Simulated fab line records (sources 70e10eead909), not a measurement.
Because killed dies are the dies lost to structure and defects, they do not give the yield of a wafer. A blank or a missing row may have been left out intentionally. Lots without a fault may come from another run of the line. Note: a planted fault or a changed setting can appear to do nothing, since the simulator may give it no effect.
fab line records	flow nand_harc	part 1 of 2: steps 1 to 24 of 32
[record] lots = 5	wafers = 15	last_day = 24
route steps=1159 shown A_CONTACT@924
lots with no fault: from the same line, run without faults
start_h: the number of hours between the record's first day and the start of the first shown wafer of the lot	wait_h: how many hours have passed since the lot's step before this one	" same as the row above	L1.1+2: several wafers, shown together as one row	- no value, or no start given	* or withheld: withheld	< > ~ a bound
route shown NAME@n: NAME is a module with steps in the file, n the number in the route of the first one	usual: average and standard deviation across the fault-free wafers	same: alike in all rows	chamber/n: place in a boat	sites: each site's reading	_std_site: the standard deviation of these	_edge_site: the outer-site mean with the inner-site mean subtracted	radius_mm: how far each site lies from the wafer's centre	mask NAME#n: copy n	behind: the tool/chamber that last shaped the wafer	hold: the reason the lot was held/the length of the hold in hours/how it ended	device: transistor that didn't switch, given as n, p or np	end of line: at the end of the route, the tests of the same wafers	where a step has no rows: the recipe by itself	killed: not the wafer's yield, but the dies lost to structure and defects at the first sort	map: shows each die of a wafer: x if killed, . if not, _ if none is there
set.NAME: the run value of the setting; set.NAME@STEP: its run value at that earlier step	model.NAME: the simulator's own value behind a step, which no gauge read
lots at selected steps of the route; one table per step, one row per wafer
services: when a tool's chamber went out of use (start_h, in hours from the record's first day, below 0 if earlier), for how many hours, and the reason
[[steps]]
[step NHARC_A_CONTACT_DEP_85]
[recipe] target_thk_a = 500	target_thk_nm = 50	temp_c = 400	pressure_torr = 3.5	flow_sccm = 200	rf_w = 350	material = SiON
[usual] heater_power_w = 740/76
lot.wafer	tool	chamber	start_h	wait_h	heater_power_w
L074.2	pecvd-03	2	380.99	1.0	603
L074.5	"	2	"	"	617
L074.4	"	0	"	"	702
L079.3	pecvd-02	0	401.87	0.6	694
L079.2	"	1	"	"	811
L079.5	"	0	"	"	698
L085.1	pecvd-01	1	442.25	1.1	685
L085.3	"	2	"	"	799
L085.5	"	2	"	"	801
L084.2	pecvd-02	0	444.82	0.8	718
L084.3	"	2	"	"	794
L084.4	"	2	"	"	810
L093.3	pecvd-03	0	502.23	0.8	811
L093.6	"	2	"	"	648
L093.4	"	1	"	"	610
[step NHARC_A_CONTACT_DEHYDRATE_00]
[recipe] temp_c = 150	time_s = 120
lot.wafer	tool	chamber	start_h	wait_h
L074.2+4+5	litho_track-01	0	381.26	0.2
L079.2+3+5	litho_track-06	0	402.14	0.2
L085.1+3+5	litho_track-06	0	442.49	0.2
L084.2+3+4	litho_track-04	0	445.09	0.2
L093.3+4+6	litho_track-04	0	502.47	0.2
[step NHARC_A_CONTACT_HMDS_01]
[recipe] time_s = 30
lot.wafer	tool	chamber	start_h	wait_h
L074.2+4+5	litho_track-01	0	-	-
L079.2+3+5	litho_track-06	0	-	-
L085.1+3+5	litho_track-06	0	-	-
L084.2+3+4	litho_track-04	0	-	-
L093.3+4+6	litho_track-04	0	-	-
[step NHARC_A_CONTACT_COAT_86]
[recipe] temp_c = 260	time_s = 75
lot.wafer	tool	chamber	start_h	wait_h
L074.2+4+5	litho_track-01	0	-	-
L079.2+3+5	litho_track-06	0	-	-
L085.1+3+5	litho_track-06	0	-	-
L084.2+3+4	litho_track-04	0	-	-
L093.3+4+6	litho_track-04	0	-	-
[step NHARC_A_CONTACT_COAT_87]
[recipe] temp_c = 225	time_s = 65
lot.wafer	tool	chamber	start_h	wait_h
L074.2+4+5	litho_track-01	0	-	-
L079.2+3+5	litho_track-06	0	-	-
L085.1+3+5	litho_track-06	0	-	-
L084.2+3+4	litho_track-04	0	-	-
L093.3+4+6	litho_track-04	0	-	-
[step NHARC_A_CONTACT_COAT_02]
[recipe] spin_rpm = 1500	resist_thk_nm = 90
[usual] dispense_pressure_kPa = 48/4.6
lot.wafer	tool	chamber	start_h	wait_h	dispense_pressure_kPa
L074.2	litho_track-01	0	-	-	47
L074.4	"	0	"	"	47
L074.5	"	0	"	"	47
L079.2	litho_track-06	0	-	-	43
L079.3	"	0	"	"	43
L079.5	"	0	"	"	43
L085.1	litho_track-06	0	-	-	43
L085.3	"	0	"	"	43
L085.5	"	0	"	"	43
L084.2	litho_track-04	0	-	-	53
L084.3	"	0	"	"	53
L084.4	"	0	"	"	53
L093.3	litho_track-04	0	-	-	53
L093.4	"	0	"	"	53
L093.6	"	0	"	"	53
[step NHARC_A_CONTACT_SOFTBAKE_03]
[recipe] temp_c = 105	time_s = 55
lot.wafer	tool	chamber	start_h	wait_h
L074.2+4+5	litho_track-01	0	-	-
L079.2+3+5	litho_track-06	0	-	-
L085.1+3+5	litho_track-06	0	-	-
L084.2+3+4	litho_track-04	0	-	-
L093.3+4+6	litho_track-04	0	-	-
[step NHARC_A_CONTACT_EBR_04]
lot.wafer	tool	chamber	start_h	wait_h
L074.2+4+5	litho_track-01	0	-	-
L079.2+3+5	litho_track-06	0	-	-
L085.1+3+5	litho_track-06	0	-	-
L084.2+3+4	litho_track-04	0	-	-
L093.3+4+6	litho_track-04	0	-	-
[step NHARC_A_CONTACT_EXPOSE_05]
[recipe] na = 1.35	sigma_outer = 0.8	dose_mj = 84.24	mask_id = A_CC
[usual] stage_vel_mm_s = 499.95/0.23
lot.wafer	tool	chamber	start_h	wait_h	mask	stage_vel_mm_s
L074.2	arfi_scanner-01	0	381.58	-	A_CC#0	499.67
L074.4	"	0	"	"	A_CC#0	500.09
L074.5	"	0	"	"	A_CC#0	499.24
L079.2	arfi_scanner-02	0	402.46	-	A_CC#0	499.99
L079.3	"	0	"	"	A_CC#0	499.93
L079.5	"	0	"	"	A_CC#0	499.96
L085.1	arfi_scanner-02	0	442.80	-	A_CC#0	499.91
L085.3	"	0	"	"	A_CC#0	499.59
L085.5	"	0	"	"	A_CC#0	500.09
L084.2	arfi_scanner-03	0	445.41	-	A_CC#0	499.91
L084.3	"	0	"	"	A_CC#0	499.67
L084.4	"	0	"	"	A_CC#0	500.02
L093.3	arfi_scanner-02	0	502.79	-	A_CC#0	500.05
L093.4	"	0	"	"	A_CC#0	500.06
L093.6	"	0	"	"	A_CC#0	500.12
[step NHARC_A_CONTACT_PEB_06]
[recipe] peb_temp_c = 100	peb_time_s = 65
lot.wafer	tool	chamber	start_h	wait_h
L074.2+4+5	litho_track-06	0	381.63	0.1
L079.2+3+5	litho_track-06	0	402.52	0.1
L085.1+3+5	litho_track-06	0	442.87	0.1
L084.2+3+4	litho_track-06	0	445.46	0.1
L093.3+4+6	litho_track-06	0	502.84	0.0
[step NHARC_A_CONTACT_DEVELOP_07]
[recipe] develop_time_s = 35	dev_temp_c = 23
lot.wafer	tool	chamber	start_h	wait_h
L074.2+4+5	litho_track-06	0	-	-
L079.2+3+5	litho_track-06	0	-	-
L085.1+3+5	litho_track-06	0	-	-
L084.2+3+4	litho_track-06	0	-	-
L093.3+4+6	litho_track-06	0	-	-
[step NHARC_A_CONTACT_CD_MEAS_08]
[recipe] target_cd_nm = 100	landing_energy_ev = 500
[usual] cd_nm = 100.2/0.49
lot.wafer	tool	chamber	start_h	wait_h	cd_nm
L074.2	cd_sem-01	0	381.71	-	100.0
L074.4	"	0	"	"	99.4
L074.5	"	0	"	"	99.6
L079.2	cd_sem-02	0	402.60	-	100.2
L079.3	"	0	"	"	100.3
L079.5	"	0	"	"	100.6
L085.1	cd_sem-01	0	442.95	-	101.0
L085.3	"	0	"	"	101.4
L085.5	"	0	"	"	100.5
L084.2	cd_sem-01	0	445.55	-	100.4
L084.3	"	0	"	"	101.1
L084.4	"	0	"	"	100.8
L093.3	cd_sem-02	0	502.93	-	100.2
L093.4	"	0	"	"	99.8
L093.6	"	0	"	"	100.0
[step NHARC_A_CONTACT_OVL_MEAS_09]
[usual] overlay_x_nm = -0.3/0.82	overlay_y_nm = 0.1/0.86
lot.wafer	tool	chamber	start_h	wait_h	overlay_x_nm	overlay_y_nm
L074.2	overlay-01	-	381.80	-	0.8	1.0
L074.4	"	-	"	"	0.8	0.3
L074.5	"	-	"	"	0.4	1.2
L079.2	overlay-02	-	402.69	-	-1.5	0.4
L079.3	"	-	"	"	-1.3	0.2
L079.5	"	-	"	"	-1.5	0.5
L085.1	overlay-01	-	443.04	-	-0.6	-0.4
L085.3	"	-	"	"	-0.8	-0.6
L085.5	"	-	"	"	-0.5	0.1
L084.2	overlay-01	-	445.63	-	0.9	-1.8
L084.3	"	-	"	"	0.7	-1.4
L084.4	"	-	"	"	0.7	-1.5
L093.3	overlay-01	-	503.01	-	-1.1	0.6
L093.4	"	-	"	"	-2.0	0.5
L093.6	"	-	"	"	-1.6	0.4
[step NHARC_A_CONTACT_INSPECT_10]
[usual] raw_defect_count = 29/13
lot.wafer	tool	chamber	start_h	wait_h	raw_defect_count
L074.2	defect_inspect-01	-	381.84	0.0	18
L074.4	"	-	"	"	24
L074.5	"	-	"	"	28
L079.2	defect_inspect-02	-	402.72	0.0	13
L079.3	"	-	"	"	12
L079.5	"	-	"	"	7
L085.1	defect_inspect-01	-	443.08	0.0	27
L085.3	"	-	"	"	35
L085.5	"	-	"	"	20
L084.2	defect_inspect-02	-	445.67	0.0	31
L084.3	"	-	"	"	32
L084.4	"	-	"	"	36
L093.3	defect_inspect-02	-	503.05	0.0	43
L093.4	"	-	"	"	44
L093.6	"	-	"	"	38
[step NHARC_A_CONTACT_DESCUM_13]
[recipe] time_s = 3	o2_flow_sccm = 200	ar_flow_sccm = 0	bias_power_w = 0	chemistry = O2
[usual] drypump_motor_current_A = 5.8/0.42	oes_product_au = 1.003/0.0083	rf_vpp_V = 57.8/0.91	showerhead_plenum_p_Torr = 1.91/0.081	throttle_valve_pct = 11.312/0.0087
lot.wafer	tool	chamber	start_h	wait_h	drypump_motor_current_A	oes_product_au	rf_hours_counter_h	rf_vpp_V	showerhead_plenum_p_Torr	throttle_valve_pct
L074.4	rie_diel-11	3	381.90	0.1	5.4	1.006	1	57.1	1.99	11.315
L074.2	"	0	"	"	6.1	1.009	1	58.2	1.81	11.299
L074.5	"	0	"	"	6.1	1.008	-	56.7	1.81	11.317
L079.3	rie_diel-07	3	402.78	0.1	5.1	1.008	31	57.9	2.04	11.306
L079.2	"	2	"	"	6.7	1.012	32	56.5	1.99	11.310
L079.5	"	0	"	"	6.0	0.986	-	59.2	1.89	11.303
L085.3	rie_diel-11	0	443.15	0.1	6.1	1.003	22	57.1	1.81	11.328
L085.1	"	2	"	"	6.0	0.992	24	55.5	1.80	11.315
L085.5	"	3	"	"	5.4	1.008	-	58.1	1.98	11.318
L084.2	rie_diel-07	2	445.75	0.1	6.7	0.996	7	58.3	1.99	11.315
L084.3	"	0	"	"	6.0	1.011	6	57.2	1.89	11.319
L084.4	"	1	"	"	6.1	0.995	-	57.2	1.97	11.307
L093.3	rie_diel-05	1	503.12	0.1	5.7	0.999	54	56.6	1.93	11.315
L093.4	"	2	"	"	5.5	1.001	57	58.4	1.92	11.305
L093.6	"	1	"	"	5.7	1.002	-	58.7	1.94	11.309
[step NHARC_A_CONTACT_ETCH_88]
[recipe] target_depth_a = 390	over_etch_frac = 0.3	time_s = 65	ion_energy_ev = 80	cf4_flow_sccm = 150	ar_flow_sccm = 0	rf_w = 300	bias_w = 100	chemistry = CF4
[usual] bias_w = 99.99/0.29	drypump_motor_current_A = 5.8/0.43	oes_product_au = 1.002/0.0093	rf_vpp_V = 151.2/1.2	showerhead_plenum_p_Torr = 1.76/0.07	throttle_valve_pct = 13.283/0.0085
lot.wafer	tool	chamber	start_h	wait_h	bias_w	drypump_motor_current_A	oes_product_au	rf_hours_counter_h	rf_vpp_V	showerhead_plenum_p_Torr	throttle_valve_pct
L074.4	rie_diel-11	1	381.99	0.1	99.95	5.6	0.994	1	150.1	1.66	13.281
L074.2	"	3	"	"	100.29	5.4	0.986	1	151.8	1.83	13.276
L074.5	"	1	"	"	100.04	5.6	0.993	-	150.0	1.66	13.268
L079.2	rie_diel-07	3	402.88	0.1	99.89	5.0	1.001	31	153.5	1.87	13.272
L079.3	"	0	"	"	100.01	6.0	0.991	33	151.2	1.75	13.290
L079.5	"	2	"	"	99.55	6.7	1.013	-	153.6	1.84	13.291
L085.1	rie_diel-11	2	443.22	0.1	99.51	6.0	0.984	24	150.9	1.67	13.277
L085.3	"	3	"	"	100.35	5.4	0.999	23	151.8	1.82	13.285
L085.5	"	3	"	"	99.69	5.4	0.995	-	152.2	1.82	13.269
L084.2	rie_diel-07	0	445.86	0.1	100.06	6.0	1.004	6	149.6	1.75	13.282
L084.3	"	2	"	"	100.27	6.8	1.004	7	153.9	1.84	13.281
L084.4	"	2	"	"	100.51	6.8	1.007	-	151.0	1.84	13.278
L093.4	rie_diel-05	1	503.19	0.1	100.51	5.7	1.014	54	149.4	1.79	13.282
L093.3	"	3	"	"	99.81	5.5	1.009	55	151.6	1.81	13.277
L093.6	"	1	"	"	100.24	5.7	1.006	-	152.2	1.79	13.295
[step NHARC_A_CONTACT_ETCH_89]
[recipe] target_depth_a = 2600	over_etch_frac = 0.3	time_s = 475.3	ion_energy_ev = 200	n2_flow_sccm = 150	h2_flow_sccm = 150	ar_flow_sccm = 0	rf_w = 400	bias_w = 150	chemistry = N2/H2
[usual] bias_w = 150.0/0.47	drypump_motor_current_A = 5.8/0.42	oes_product_au = 1.003/0.0083	rf_vpp_V = 430.3/2.6	showerhead_plenum_p_Torr = 2.03/0.089	throttle_valve_pct = 14.170/0.0097
lot.wafer	tool	chamber	start_h	wait_h	bias_w	drypump_motor_current_A	oes_product_au	rf_hours_counter_h	rf_vpp_V	showerhead_plenum_p_Torr	throttle_valve_pct
L074.4	rie_diel-11	2	-	-	149.8	5.9	1.005	1	426.4	1.93	14.169
L074.2	"	0	"	"	149.4	6.1	1.008	1	429.0	1.93	14.178
L074.5	"	2	"	"	150.0	5.9	0.999	-	426.8	1.93	14.180
L079.3	rie_diel-07	2	-	-	149.5	6.8	1.006	32	432.4	2.13	14.154
L079.2	"	0	"	"	149.6	6.0	0.982	33	431.4	2.02	14.163
L079.5	"	1	"	"	150.0	6.1	0.997	-	432.2	2.10	14.183
L085.1	rie_diel-11	1	-	-	149.7	5.6	1.000	21	427.0	1.89	14.180
L085.3	"	2	"	"	149.6	5.9	1.001	24	426.8	1.92	14.166
L085.5	"	1	"	"	149.6	5.6	0.993	-	426.9	1.89	14.178
L084.3	rie_diel-07	0	-	-	150.1	6.1	1.015	6	428.5	2.01	14.169
L084.2	"	2	"	"	150.1	6.8	0.995	7	431.5	2.13	14.159
L084.4	"	0	"	"	149.8	6.1	1.011	-	431.2	2.01	14.179
L093.4	rie_diel-05	2	-	-	150.5	5.5	1.004	57	430.2	2.04	14.163
L093.3	"	0	"	"	150.6	5.6	1.007	58	428.0	1.92	14.179
L093.6	"	2	"	"	150.2	5.5	1.009	-	430.4	2.04	14.173
[step NHARC_A_CONTACT_ETCH_30]
[recipe] target_depth_a = 605	time_s = 30.2	cf4_flow_sccm = 100	chf3_flow_sccm = 30	ar_flow_sccm = 0	rf_w = 500	bias_w = 200	chemistry = CF4/CHF3
[usual] bias_w = 199.9/0.62	drypump_motor_current_A = 5.8/0.42	oes_product_au = 0.935/0.018	rf_vpp_V = 370.4/2.2	showerhead_plenum_p_Torr = 1.57/0.063	throttle_valve_pct = 16.802/0.0084
lot.wafer	tool	chamber	start_h	wait_h	bias_w	drypump_motor_current_A	oes_product_au	rf_hours_counter_h	rf_vpp_V	showerhead_plenum_p_Torr	throttle_valve_pct
L074.2	rie_diel-11	2	-	-	200.3	6.0	0.914	1	367.6	1.49	16.812
L074.4	"	1	"	"	200.0	5.6	0.922	1	366.4	1.47	16.801
L074.5	"	3	"	"	199.9	5.4	0.921	-	372.8	1.63	16.815
L079.3	rie_diel-07	2	-	-	199.0	6.8	0.941	32	372.8	1.64	16.808
L079.2	"	0	"	"	198.4	6.0	0.919	33	370.5	1.56	16.810
L079.5	"	2	"	"	199.4	6.8	0.939	-	373.5	1.64	16.798
L085.1	rie_diel-11	0	-	-	199.9	6.1	0.964	22	366.9	1.49	16.803
L085.3	"	3	"	"	199.5	5.4	0.960	23	371.4	1.62	16.817
L085.5	"	0	"	"	199.8	6.1	0.968	-	368.5	1.49	16.804
L084.3	rie_diel-07	2	-	-	199.2	6.7	0.929	8	371.6	1.63	16.805
L084.2	"	0	"	"	199.8	6.0	0.930	6	371.8	1.56	16.801
L084.4	"	0	"	"	199.5	6.0	0.935	-	370.2	1.56	16.803
L093.3	rie_diel-05	0	-	-	200.4	5.6	0.933	58	367.8	1.49	16.800
L093.4	"	2	"	"	199.7	5.5	0.937	57	370.9	1.58	16.805
L093.6	"	0	"	"	200.2	5.6	0.935	-	367.2	1.49	16.805
[step NHARC_A_CONTACT_ETCH_31]
[recipe] target_depth_a = 20000	over_etch_frac = 0.3	time_s = 520	ion_energy_ev = 150	o2_flow_sccm = 400	cos_flow_sccm = 20	ar_flow_sccm = 0	rf_w = 500	bias_w = 300	chemistry = O2/COS
[usual] bias_w = 300.0/0.93	drypump_motor_current_A = 5.8/0.43	oes_product_au = 1.003/0.0076	rf_vpp_V = 314.1/2	showerhead_plenum_p_Torr = 3.11/0.13	throttle_valve_pct = 28.330/0.0088
lot.wafer	tool	chamber	start_h	wait_h	bias_w	drypump_motor_current_A	oes_product_au	rf_hours_counter_h	rf_vpp_V	showerhead_plenum_p_Torr	throttle_valve_pct
L074.4	rie_diel-11	1	-	-	300.0	5.6	1.013	2	311.0	2.93	28.329
L074.2	"	2	"	"	300.8	6.0	1.000	1	311.2	2.96	28.332
L074.5	"	1	"	"	300.1	5.6	1.009	-	310.6	2.93	28.330
L079.3	rie_diel-07	0	-	-	299.4	6.1	0.986	33	312.3	3.09	28.322
L079.2	"	1	"	"	301.3	6.1	0.994	34	315.2	3.21	28.330
L079.5	"	3	"	"	300.9	5.1	1.002	-	316.7	3.31	28.348
L085.1	rie_diel-11	0	-	-	299.5	6.1	1.009	22	311.8	2.96	28.326
L085.3	"	2	"	"	300.8	6.0	1.008	25	311.9	2.95	28.330
L085.5	"	0	"	"	300.0	6.1	1.002	-	313.0	2.96	28.328
L084.3	rie_diel-07	0	-	-	299.0	6.0	1.004	6	314.5	3.09	28.330
L084.2	"	2	"	"	300.9	6.8	1.003	8	317.1	3.24	28.346
L084.4	"	0	"	"	300.3	6.1	1.010	-	314.3	3.09	28.322
L093.4	rie_diel-05	3	-	-	299.2	5.6	1.010	55	313.2	3.20	28.339
L093.3	"	1	"	"	299.1	5.7	1.008	54	315.0	3.16	28.322
L093.6	"	3	"	"	298.6	5.6	1.015	-	315.9	3.20	28.325
[step NHARC_A_CONTACT_ETCH_134]
[recipe] source_w = withheld	pressure_mtorr = 20	bias_v = withheld	time_s = 140	target_depth_a = 7000	ar_flow_sccm = withheld	c4f8_flow_sccm = withheld	o2_flow_sccm = withheld	chemistry = C4F8/O2/Ar
lot.wafer	tool	chamber	start_h	wait_h	rf_hours_counter_h
L074.2	har_cap_etch-01	0	382.89	-	53
L074.4	"	1	"	"	-
L074.5	"	0	"	"	-
L079.2	har_cap_etch-01	1	403.77	-	59
L079.3	"	1	"	"	-
L079.5	"	1	"	"	-
L085.1	har_cap_etch-02	1	444.16	-	21
L085.3	"	1	"	"	-
L085.5	"	0	"	"	-
L084.2	har_cap_etch-03	0	447.03	-	98
L084.4	"	1	"	"	-
L084.3	"	0	"	"	-
L093.4	har_cap_etch-01	1	504.17	-	-
L093.3	"	0	"	"	-
L093.6	"	0	"	"	-
[step NHARC_A_CONTACT_ETCH_135]
[recipe] source_w = withheld	pressure_mtorr = 20	bias_v = 3000	time_s = 132	target_depth_a = 12870	ar_flow_sccm = withheld	c4f8_flow_sccm = withheld	o2_flow_sccm = withheld	chemistry = C4F8/O2/Ar
lot.wafer	tool	chamber	start_h	wait_h	rf_hours_counter_h
L074.2	har_cap_etch-01	0	383.09	0.2	53
L074.4	"	1	"	"	-
L074.5	"	0	"	"	-
L079.2	har_cap_etch-01	1	403.97	0.2	59
L079.3	"	1	"	"	-
L079.5	"	1	"	"	-
L085.1	har_cap_etch-02	1	444.35	0.2	21
L085.3	"	1	"	"	-
L085.5	"	0	"	"	-
L084.2	har_cap_etch-03	0	447.22	0.2	98
L084.4	"	1	"	"	-
L084.3	"	0	"	"	-
L093.4	har_cap_etch-01	1	504.34	0.1	-
L093.3	"	0	"	"	-
L093.6	"	0	"	"	-
[step NHARC_A_CONTACT_ETCH_136]
[recipe] source_w = withheld	pressure_mtorr = 20	bias_v = 3000	time_s = 132	target_depth_a = 12870	ar_flow_sccm = withheld	c4f8_flow_sccm = withheld	o2_flow_sccm = withheld	chemistry = C4F8/O2/Ar
lot.wafer	tool	chamber	start_h	wait_h	rf_hours_counter_h
L074.2	har_cap_etch-01	0	383.21	0.1	53
L074.4	"	1	"	"	-
L074.5	"	0	"	"	-
L079.2	har_cap_etch-01	1	404.09	0.1	59
L079.3	"	1	"	"	-
L079.5	"	1	"	"	-
L085.1	har_cap_etch-02	1	444.47	0.1	21
L085.3	"	1	"	"	-
L085.5	"	0	"	"	-
L084.2	har_cap_etch-03	0	447.34	0.1	98
L084.4	"	1	"	"	-
L084.3	"	0	"	"	-
L093.4	har_cap_etch-01	1	504.46	0.1	-
L093.3	"	0	"	"	-
L093.6	"	0	"	"	-
[step NHARC_A_CONTACT_ETCH_137]
[recipe] source_w = withheld	pressure_mtorr = 20	bias_v = 3000	time_s = 132	target_depth_a = 12870	ar_flow_sccm = withheld	c4f8_flow_sccm = withheld	o2_flow_sccm = withheld	chemistry = C4F8/O2/Ar
lot.wafer	tool	chamber	start_h	wait_h	rf_hours_counter_h
L074.2	har_cap_etch-01	0	383.33	0.1	54
L074.4	"	1	"	"	-
L074.5	"	0	"	"	-
L079.2	har_cap_etch-01	1	404.21	0.1	59
L079.3	"	1	"	"	-
L079.5	"	1	"	"	-
L085.1	har_cap_etch-02	1	444.59	0.1	21
L085.3	"	1	"	"	-
L085.5	"	0	"	"	-
L084.2	har_cap_etch-03	0	447.47	0.1	98
L084.4	"	1	"	"	-
L084.3	"	0	"	"	-
L093.4	har_cap_etch-01	1	504.58	0.1	-
L093.3	"	0	"	"	-
L093.6	"	0	"	"	-
[step NHARC_A_CONTACT_ETCH_138]
[recipe] source_w = withheld	pressure_mtorr = 20	bias_v = 3000	time_s = 132	target_depth_a = 12890	ar_flow_sccm = withheld	c4f8_flow_sccm = withheld	o2_flow_sccm = withheld	chemistry = C4F8/O2/Ar
lot.wafer	tool	chamber	start_h	wait_h	rf_hours_counter_h
L074.2	har_cap_etch-01	0	383.46	0.1	54
L074.4	"	1	"	"	-
L074.5	"	0	"	"	-
L079.2	har_cap_etch-01	1	404.34	0.1	59
L079.3	"	1	"	"	-
L079.5	"	1	"	"	-
L085.1	har_cap_etch-02	1	444.72	0.1	21
L085.3	"	1	"	"	-
L085.5	"	0	"	"	-
L084.2	har_cap_etch-03	0	447.59	0.1	98
L084.4	"	1	"	"	-
L084.3	"	0	"	"	-
L093.4	har_cap_etch-01	1	504.70	0.1	-
L093.3	"	0	"	"	-
L093.6	"	0	"	"	-
